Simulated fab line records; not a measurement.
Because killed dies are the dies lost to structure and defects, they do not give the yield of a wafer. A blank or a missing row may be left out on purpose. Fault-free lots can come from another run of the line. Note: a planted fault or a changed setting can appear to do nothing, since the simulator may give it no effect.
Struck lot and sound lot, side by side || flow nand-harc || 43 out of 1159 route steps
Sound: the wafers L996.3, L996.5, L996.6. The struck wafers were L993.1, L993.4, L993.5. The cause is given at the end.
For every step that has rows: the tool of each side, followed by ch and its chambers, followed by its first start. Under that, the readings that differ: sound wafers || struck wafers || difference of the means || sigmas: that difference in standard deviations of wafers without a fault.
alike: same words and numbers on both sides, and readings whose means sit less than 2 such deviations apart. not compared: any withheld reading, any reading some wafer has no value for, any bound like >300 that may hide the same value, and any number with overlapping values for which the record gives no deviation.
A row with sigmas, a row that says differs or no value, or rows on one side alone: a step with any of these is where the two part. When numbers do not overlap yet have no deviation, they are printed without sigmas and do not part them. A reading missing from all wafers of one side parts the sides only when that side holds two or more wafers.

NHARC_A_CONTACT_ETCH_121: etches the open film in C4F8/O2/Ar, time 94 s, target depth 922 nm.
  sound on har-cap-etch-03 ch 0,1, day 19 19:37; struck on har-cap-etch-02 ch 0,1, day 18 20:05
  not compared: rf-hours-counter-h
then, 3 steps without rows for these wafers: NHARC_A_CONTACT_ETCH_122 (etches the open film in C4F8/O2/Ar, time 95 s, target depth 930 nm); NHARC_A_CONTACT_ETCH_123 (etches the open film in C4F8/O2/Ar, time 253 s, target depth 1090 nm); NHARC_A_CONTACT_ETCH_90 (etches the open film in CH3F/O2, target depth 40 nm, time 85.7 s).
NHARC_A_CONTACT_ETCH_96: etches the open film in C4F6/O2, target depth 20 nm, time 10 s.
  sound on rie-diel-12 ch 2,3; struck on rie-diel-12 ch 0,1,2
  alike: drypump-motor-current-A, oes-product-au, rf-fwd-power-W, rf-vpp-V, showerhead-plenum-p-Torr, throttle-valve-pct
  not compared: rf-hours-counter-h
NHARC_A_CONTACT_CD_MEAS_53:
  sound: cd-sem-02 at day 19 20:35; struck: cd-sem-01 at day 18 21:07
  alike: cd-nm
then, 3 steps without rows for these wafers: NHARC_A_CONTACT_STRIP_99 (strips in N2/H2); NHARC_A_CONTACT_STRIP_100 (strips in CF4/CHF3); NHARC_A_CONTACT_STRIP_101 (strips in O2/COS).
NHARC_A_CONTACT_ETCH_102: etches the open film in CF4/O2, target depth 70 nm, overetch 7 nm, time 38.5 s.
  sound on rie-diel-10 ch 1,2, day 19 20:53; struck on rie-diel-10 ch 1,2,3, day 18 21:26
  alike: drypump-motor-current-A, oes-product-au, rf-fwd-power-W, rf-vpp-V, showerhead-plenum-p-Torr, throttle-valve-pct
  not compared: rf-hours-counter-h
then, 2 steps without rows for these wafers: NHARC_A_CONTACT_STRIP_55 (strips in O2); NHARC_A_CONTACT_STRIP_56 (strips in post etch residue remover, time 600 s).
NHARC_A_CONTACT_DEP_57: deposits aC, target thk 2800 nm.
  sound on acl-dep-01 ch 0, day 19 22:07; struck on acl-dep-02, day 18 22:44
  no value came back on the struck wafers for susceptor-temp-C (C), throttle-valve-pct (%); on the sound wafers susceptor-temp-C (C) reads 399.62 400.08 399.56
then, 11 steps without rows for these wafers: NHARC_A_CONTACT_DEP_58 (deposits SiON, target thk 60 nm); NHARC_A_CONTACT_DEHYDRATE_59 (time 120 s); NHARC_A_CONTACT_HMDS_60 (time 30 s); NHARC_A_CONTACT_COAT_61 (time 75 s); NHARC_A_CONTACT_COAT_62 (time 65 s); NHARC_A_CONTACT_COAT_63 (resist thk 90 nm); NHARC_A_CONTACT_SOFTBAKE_64 (time 55 s); NHARC_A_CONTACT_EBR_65; NHARC_A_CONTACT_EXPOSE_66 (exposes mask A CC 2); NHARC_A_CONTACT_PEB_67 (peb time 65 s); NHARC_A_CONTACT_DEVELOP_68 (develop time 35 s).
NHARC_A_CONTACT_CD_MEAS_69 targets a cd of 200 nm.
  sound on cd-sem-02 ch 0, day 20 00:01; struck on cd-sem-03 ch 0, day 19 01:14
  alike: cd-nm
NHARC_A_CONTACT_OVL_MEAS_70:
  sound: overlay-02 at day 20 00:07; struck: overlay-02 at day 19 01:19
  alike: overlay-x-nm, overlay-y-nm
NHARC_A_CONTACT_INSPECT_71:
  sound: defect-inspect-02 at day 20 00:10; struck: defect-inspect-02 at day 19 01:21
  alike: raw-defect-count
then, 2 steps without rows for these wafers: NHARC_A_CONTACT_DESCUM_74 (chemistry O2, time 3 s); NHARC_A_CONTACT_ETCH_75 (etches the open film in CF4, target depth 39 nm, time 65 s).
NHARC_A_CONTACT_ETCH_76: etches the open film in N2/H2, target depth 260 nm, time 475.3 s.
  sound on rie-diel-12 ch 0,1,2; struck on rie-diel-12 ch 0,2
  alike: drypump-motor-current-A, oes-product-au, rf-fwd-power-W, rf-vpp-V, showerhead-plenum-p-Torr, throttle-valve-pct
  not compared: rf-hours-counter-h
then, 3 steps without rows for these wafers: NHARC_A_CONTACT_ETCH_77 (etches the open film in CF4/CHF3, target depth 72.6 nm, time 36.3 s); NHARC_A_CONTACT_ETCH_78 (etches the open film in O2/COS, target depth 2800 nm, time 728 s); NHARC_A_CONTACT_ETCH_124 (etches the open film in C4F8/O2/Ar, time 140 s, target depth 700 nm).
NHARC_A_CONTACT_ETCH_125: etches the open film in C4F8/O2/Ar, time 155 s, target depth 956 nm.
  sound on har-cap-etch-03 ch 0,1, day 20 01:42; struck on har-cap-etch-01 ch 0,1, day 19 02:47
  not compared: rf-hours-counter-h
then, 8 steps without rows for these wafers: NHARC_A_CONTACT_ETCH_126 (etches the open film in C4F8/O2/Ar, time 155 s, target depth 956 nm); NHARC_A_CONTACT_ETCH_127 (etches the open film in C4F8/O2/Ar, time 155 s, target depth 956 nm); NHARC_A_CONTACT_ETCH_128 (etches the open film in C4F8/O2/Ar, time 155 s, target depth 956 nm); NHARC_A_CONTACT_ETCH_129 (etches the open film in C4F8/O2/Ar, time 155 s, target depth 956 nm); NHARC_A_CONTACT_ETCH_130 (etches the open film in C4F8/O2/Ar, time 155 s, target depth 956 nm); NHARC_A_CONTACT_ETCH_131 (etches the open film in C4F8/O2/Ar, time 155 s, target depth 956 nm); NHARC_A_CONTACT_ETCH_132 (etches the open film in C4F8/O2/Ar, time 156 s, target depth 958 nm); NHARC_A_CONTACT_ETCH_133 (etches the open film in C4F8/O2/Ar, time 195 s, target depth 840 nm).
NHARC_END_SORT_01:
  the record has rows for the sound wafers here (prober-02 ch 0, day 22 13:43) and none for the struck ones

== WHERE THEY PART ==
Last at NHARC_END_SORT_01 as far as this record goes, first at NHARC_A_CONTACT_DEP_57.

WHY: whatever the simulator had introduced
Skipped step whole: acl-dep-02, from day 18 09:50 on, at NHARC_A_CONTACT_DEP_57. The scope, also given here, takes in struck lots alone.
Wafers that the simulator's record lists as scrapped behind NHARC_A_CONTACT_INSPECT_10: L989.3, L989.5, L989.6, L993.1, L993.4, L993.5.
